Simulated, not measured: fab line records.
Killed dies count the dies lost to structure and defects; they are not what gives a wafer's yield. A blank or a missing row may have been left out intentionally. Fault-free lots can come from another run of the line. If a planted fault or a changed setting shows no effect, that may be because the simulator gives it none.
Which tool was responsible? + flow n5Finfet + 9 lots, 27 wafers sampled, at 5 steps of a route of 1938

== WHAT EACH GAUGE READ, for each wafer ==
N5_WELL_APT_OVL_MEAS_09.
| lot  | measured    | on         | NWELL_OVL (nm) |
|------|-------------|------------|----------------|
| L375 | day 1 20:17 | overlay-02 | 4 -3 -4        |
| L380 | day 3 02:07 | overlay-02 | 3 -3 -5        |
| L384 | day 4 01:43 | overlay-02 | -6 1 -1        |
| L385 | day 4 07:44 | overlay-02 | -3 -11 3       |
| L386 | day 4 13:43 | overlay-02 | 2 10 1         |
| L390 | day 5 13:43 | overlay-02 | 1 6 0          |
| L395 | day 6 19:44 | overlay-01 | 2 4 7          |
| L396 | day 7 01:35 | overlay-02 | 6 5 -4         |
| L397 | day 7 07:43 | overlay-01 | 5 -1 -7        |

N5_BEOL_M4_RC_MEAS_101.
| lot  | measured     | on        | CJ_N           | CJ_P           | DIBL_N (mV/V)  | DIBL_P (mV/V)  | IOFF_N (nA/um)    | IOFF_N_LONG (nA/um)        | IOFF_P (nA/um) | IOFF_P_LONG (nA/um)        | ION_N (uA/um) | ION_P (uA/um) | RS_NWELL (ohm/sq) | RS_PWELL (ohm/sq) | SS_N (mV/dec)  | SS_P (mV/dec)  | VT_N (mV)         | VT_N_LONG (mV)    | VT_N_LVT (mV) | VT_P (mV)      |
|------|--------------|-----------|----------------|----------------|----------------|----------------|-------------------|----------------------------|----------------|----------------------------|---------------|---------------|-------------------|-------------------|----------------|----------------|-------------------|-------------------|---------------|----------------|
| L375 | day 8 05:05  | prober-01 | 4.33 4.36 4.35 | 5.80 6.06 5.95 | 39.6 37.8 38.2 | 38.2 35.8 36.4 | 0.231 0.185 0.194 | 5.25e-05 5.3e-05 5.33e-05  | 0.30 0.25 0.26 | 0.000107 0.000113 0.00011  | 687 672 683   | 465 468 464   | 1041 1037 1042    | 2993 3018 3008    | 71.7 72.2 72.5 | 74.2 74.4 73.7 | 244.0 250.5 248.7 | 275.8 276.8 274.7 | 96 97 98      | -247 -246 -247 |
| L380 | day 9 15:22  | prober-01 | 4.46 4.40 4.43 | 5.77 5.84 5.81 | 36.4 33.6 34.9 | 37.0 34.0 35.1 | 0.176 0.135 0.156 | 5.7e-05 5.7e-05 5.74e-05   | 0.25 0.20 0.22 | 0.000113 0.000119 0.000117 | 679 673 679   | 468 466 468   | 1028 1028 1040    | 3010 3033 3047    | 71.1 70.8 71.6 | 73.8 72.3 73.7 | 247.4 251.4 251.6 | 276.5 274.7 273.8 | 98 101 98     | -247 -248 -248 |
| L384 | day 11 12:47 | prober-02 | 4.32 4.39 4.41 | 5.52 5.73 5.78 | 35.3 35.3 32.9 | 35.5 35.3 32.6 | 0.162 0.161 0.119 | 5.47e-05 5.5e-05 5.5e-05   | 0.23 0.23 0.19 | 0.000108 0.000113 0.000113 | 678 677 666   | 464 464 459   | 1039 1035 1036    | 3035 3041 3032    | 71.4 70.8 70.7 | 74.0 73.5 71.7 | 251.4 250.4 253.0 | 276.2 279.2 274.5 | 99 98 102     | -245 -248 -247 |
| L385 | day 11 15:58 | prober-02 | 3.23 3.26 3.23 | 4.74 4.76 4.67 | 35.3 34.7 36.5 | 33.4 33.2 33.9 | 0.122 0.096 0.118 | 7.46e-05 7.45e-05 7.38e-05 | 0.18 0.16 0.17 | 0.000137 0.000136 0.000133 | 607 599 604   | 446 443 443   | 1005 1010 1004    | 2554 2523 2531    | 72.5 72.1 72.2 | 73.1 72.7 73.3 | 261.7 263.3 263.7 | 296.3 299.1 299.3 | 109 113 112   | -255 -255 -254 |
| L386 | day 11 12:33 | prober-01 | 3.18 3.20 3.20 | 4.72 4.81 4.74 | 37.1 41.2 37.8 | 33.6 36.0 32.0 | 0.111 0.209 0.144 | 7.36e-05 7.37e-05 7.31e-05 | 0.15 0.20 0.14 | 0.000136 0.000139 0.000136 | 607 622 592   | 442 442 429   | 995 983 999       | 2539 2533 2525    | 72.6 75.3 74.3 | 73.4 73.2 72.0 | 264.3 256.7 262.9 | 299.8 297.2 295.7 | 113 107 116   | -258 -252 -254 |
| L390 | day 12 08:46 | prober-02 | 4.27 4.30 4.42 | 6.03 6.04 5.88 | 37.2 34.7 36.0 | 37.7 34.4 36.1 | 0.166 0.118 0.152 | 5.45e-05 5.46e-05 5.58e-05 | 0.28 0.22 0.25 | 0.000133 0.00013 0.000127  | 678 651 671   | 480 462 471   | 1032 1036 1035    | 3008 3005 3025    | 72.0 71.1 70.3 | 73.7 72.4 73.1 | 248.9 253.9 248.7 | 278.2 273.9 274.3 | 99 103 99     | -243 -247 -244 |
| L395 | day 13 18:20 | prober-02 | 4.40 4.42 4.37 | 5.69 5.85 5.86 | 36.1 36.5 35.0 | 34.5 35.5 33.4 | 0.143 0.158 0.135 | 5.77e-05 5.93e-05 5.87e-05 | 0.21 0.22 0.19 | 0.000114 0.000119 0.00012  | 668 676 677   | 466 468 474   | 1034 1037 1045    | 3012 3016 3037    | 70.9 71.9 71.2 | 72.8 72.2 72.3 | 252.3 247.6 251.1 | 275.4 275.5 272.0 | 98 98 100     | -247 -249 -250 |
| L396 | day 14 09:39 | prober-01 | 4.30 4.35 4.38 | 6.16 6.03 6.08 | 36.1 35.4 36.3 | 37.7 35.9 37.1 | 0.164 0.149 0.156 | 5.23e-05 5.26e-05 5.3e-05  | 0.21 0.18 0.19 | 0.000105 0.000101 0.000103 | 686 672 677   | 467 458 461   | 1034 1028 1040    | 3020 3003 3017    | 72.1 71.8 71.9 | 73.4 72.7 72.5 | 250.2 250.4 249.8 | 277.2 275.9 276.7 | 100 102 102   | -251 -250 -250 |
| L397 | day 14 10:16 | prober-02 | 4.47 4.28 4.21 | 5.82 5.95 6.00 | 36.6 36.2 38.7 | 33.7 33.5 37.3 | 0.141 0.131 0.171 | 5.59e-05 5.33e-05 5.38e-05 | 0.17 0.17 0.21 | 0.0001 0.000103 0.000102   | 670 669 675   | 458 457 456   | 1038 1032 1040    | 3002 2978 3016    | 71.2 70.7 71.6 | 73.6 72.3 73.7 | 252.5 253.5 247.2 | 275.5 276.9 274.8 | 101 103 99    | -254 -254 -250 |

== WHICH TOOL RAN EACH LOT (tool, then ch and the chambers of the sampled wafers, then the start) ==
| lot  | N5_ZERO_LAYER_DESCUM_16          | N5_WELL_APT_RTA_34             | N5_PMOS_HMC_CHANNEL_EPI_HM_DEP_34 |
|------|----------------------------------|--------------------------------|-----------------------------------|
| L375 | rieDiel-03 ch 1,2, day 1 18:53   | rtpAnneal-02 ch 0, day 1 22:55 | pecvd-02 ch 0,1, day 1 23:49      |
| L380 | rieDiel-02 ch 0,1,2, day 3 00:55 | rtpAnneal-02 ch 0, day 3 04:15 | pecvd-02 ch 1,2, day 3 05:20      |
| L384 | rieDiel-02 ch 0,2,3, day 4 00:41 | rtpAnneal-02 ch 0, day 4 03:45 | pecvd-02 ch 0,1,2, day 4 04:37    |
| L385 | rieDiel-03 ch 0,1,3, day 4 06:41 | rtpAnneal-01, day 4 10:15      | pecvd-04 ch 0,2, day 4 11:08      |
| L386 | rieDiel-02 ch 2,3, day 4 12:48   | rtpAnneal-02, day 4 15:47      | pecvd-02 ch 0,1, day 4 16:41      |
| L390 | rieDiel-06 ch 1,2,3, day 5 12:48 | rtpAnneal-02 ch 0, day 5 15:50 | pecvd-02 ch 0,1,2, day 5 16:43    |
| L395 | rieDiel-02 ch 0,2,3, day 6 18:42 | rtpAnneal-01 ch 0, day 6 22:42 | pecvd-04 ch 0,2, day 6 23:46      |
| L396 | rieDiel-06 ch 0,3, day 7 00:41   | rtpAnneal-02 ch 0, day 7 04:04 | pecvd-03 ch 0,1,2, day 7 04:59    |
| L397 | rieDiel-02 ch 0,2,3, day 7 06:49 | rtpAnneal-01 ch 0, day 7 09:47 | pecvd-02 ch 0,1,2, day 7 11:01    |
- N5_ZERO_LAYER_DESCUM_16: chemistry O2, time 7.9 s.
- N5_WELL_APT_RTA_34: time 10 s.
- N5_PMOS_HMC_CHANNEL_EPI_HM_DEP_34: deposits SiO2 from TEOS/O2, target thk 36 nm, time 6.9 s.

== WHAT THE TOOLS THEMSELVES READ (means of the sampled wafers that have a number; where no wafer has one, the mark that the record gives instead) ==
N5_ZERO_LAYER_DESCUM_16.
| lot  | tool       | drypumpMotorCurrentA (A) | oesProductAu (a.u.) | rfVppV (V) | showerheadPlenumPTorr (Torr) | tempC (C) | throttleValvePct (%) |
|------|------------|--------------------------|---------------------|------------|------------------------------|-----------|----------------------|
| L375 | rieDiel-03 | 5.7                      | 0.74                | 243.2      | 2.08                         | 40.03     | 20.52                |
| L380 | rieDiel-02 | 5.9                      | 0.78                | 243.2      | 2.10                         | 40.02     | 20.33                |
| L384 | rieDiel-02 | 5.8                      | 0.75                | 243.8      | 2.12                         | 39.99     | 20.52                |
| L385 | rieDiel-03 | 5.5                      | 0.78                | 243.3      | 2.11                         | 39.99     | 20.37                |
| L386 | rieDiel-02 | 5.3                      | 0.76                | 245.6      | 2.19                         | 39.99     | 20.59                |
| L390 | rieDiel-06 | 5.9                      | 0.75                | 244.3      | 2.18                         | 40.00     | 20.65                |
| L395 | rieDiel-02 | 5.8                      | 0.74                | 243.5      | 2.11                         | 40.00     | 20.54                |
| L396 | rieDiel-06 | 5.4                      | 0.83                | 242.7      | 2.15                         | 39.97     | 20.43                |
| L397 | rieDiel-02 | 5.8                      | 0.73                | 243.7      | 2.11                         | 40.01     | 20.54                |

N5_WELL_APT_RTA_34.
| lot  | tool         | annealTempCMax | lampPowerPct (%) | wafer_temp_C_max |
|------|--------------|----------------|------------------|------------------|
| L375 | rtpAnneal-02 | 1004.6         | 13.00            | 1002.7           |
| L380 | rtpAnneal-02 | 1004.0         | 12.99            | 1003.2           |
| L384 | rtpAnneal-02 | 1004.4         | 13.01            | 1003.3           |
| L385 | rtpAnneal-01 | -              | -                | -                |
| L386 | rtpAnneal-02 | -              | -                | -                |
| L390 | rtpAnneal-02 | 1004.6         | 12.99            | 1002.6           |
| L395 | rtpAnneal-01 | 1002.7         | 12.96            | 1003.9           |
| L396 | rtpAnneal-02 | 1004.7         | 12.99            | 1003.5           |
| L397 | rtpAnneal-01 | 1003.2         | 13.00            | 1003.1           |

N5_PMOS_HMC_CHANNEL_EPI_HM_DEP_34.
| lot  | tool     | heaterPowerW (W) | showerheadPlenumPTorr (Torr) | throttleValvePct (%) |
|------|----------|------------------|------------------------------|----------------------|
| L375 | pecvd-02 | 563              | 8.33                         | 18.0                 |
| L380 | pecvd-02 | 531              | 8.29                         | 17.5                 |
| L384 | pecvd-02 | 561              | 8.31                         | 17.8                 |
| L385 | pecvd-04 | 602              | 8.36                         | 19.1                 |
| L386 | pecvd-02 | 583              | 8.34                         | 17.9                 |
| L390 | pecvd-02 | 557              | 8.32                         | 17.9                 |
| L395 | pecvd-04 | 656              | 8.37                         | 19.1                 |
| L396 | pecvd-03 | 584              | 8.35                         | 18.4                 |
| L397 | pecvd-02 | 550              | 8.33                         | 18.0                 |

== THE ANSWER, worked out from the rows above alone ==
Rule: what is usual is taken from the lots themselves. Put in order of their means at a reading, lots are off if they are a third of the lots or fewer, leave a main group of 4 or more, and stand apart from it by a gap of 3 or more times the standard deviation of the main group's means; of several such gaps the widest counts. The tables above print the reading to a certain number of digits; a main group whose means all agree to those digits is not used. A lot without any number at a reading at which 4 lots or more have one is off too. All remaining lots with rows at the step are treated as sound. The gauges are gone through in route order, then the tools' own readings, and for those a lot's mean is taken as printed above. The first step at which some lot is off is used, and at that step the reading that is off furthest; a lot without a number counts as furthest.
Off: L385, L386, seen at N5_BEOL_M4_RC_MEAS_101 (RS_PWELL). Mean 3017 ohm/sq and standard deviation 12 in the main group.
If a tool, at a process step before that reading, ran all the lots that are off and no sound lot after the first of them, it fits. The gauges at N5_BEOL_M4_RC_MEAS_101 aren't tried: what is off there is off at N5_WELL_APT_RTA_34 too, on other tools, and a gauge's error can't cause that. No candidate that was tried fits.

== WHAT THE SIMULATOR HAD PUT IN ==
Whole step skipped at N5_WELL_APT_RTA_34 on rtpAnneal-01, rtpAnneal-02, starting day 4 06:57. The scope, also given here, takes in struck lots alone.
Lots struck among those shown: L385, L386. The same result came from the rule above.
